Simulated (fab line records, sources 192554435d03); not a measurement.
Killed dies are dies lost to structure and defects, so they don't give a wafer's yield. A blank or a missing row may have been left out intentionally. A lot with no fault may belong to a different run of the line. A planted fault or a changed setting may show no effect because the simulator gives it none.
Chamber matching ; flow n5Finfet ; 4 sister chambers for N5_SPACER0_ALD_08 on aldSin-01
The step deposits SiNx, target thk 2 nm. 4 wafers are shown with their chamber, then 12 later ones without.

WAFERS, EACH WITH ITS CHAMBER
wafer;chamber;heaterPowerW (W)
L084.5;0;815
L089.1;3;814
L089.4;1;889
L089.6;2;703

WAFERS WITH NO CHAMBER GIVEN
wafer;heaterPowerW (W)
L091.1;864
L091.2;727
L091.3;805
L091.4;810
L091.5;873
L091.6;739
L093.2;901
L093.4;715
L093.6;717
L096.1;726
L096.3;818
L096.4;828

CHAMBER TAKEN BY EACH
wafer;from the rows above;in truth
L091.1;can't be placed: 1 or 0 or 3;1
L091.2;2;2
L091.3;can't be placed: 3 or 0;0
L091.4;can't be placed: 3 or 0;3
L091.5;1;1
L091.6;2;2
L093.2;1;1
L093.4;2;2
L093.6;2;2
L096.1;2;2
L096.3;can't be placed: 0 or 3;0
L096.4;can't be placed: 0 or 3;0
Correctly placed: 7 of 12. Unplaceable from these rows: 5, with the true chamber sitting among the candidates in 5. Placed wrongly: 0.
How it was worked out, from the rows above alone: a wafer's distance from a chamber is the root of the sum, over the readings, of the square of ((its reading less the chamber's mean) divided by the reading's scatter). The wafer belongs to the nearest chamber; if the next one is less than 2 further off, it can't be placed. A chamber's mean is the mean of its shown wafers. The scatter: root of mean squared gap, hidden wafer to nearest shown wafer, with one shown wafer a chamber.
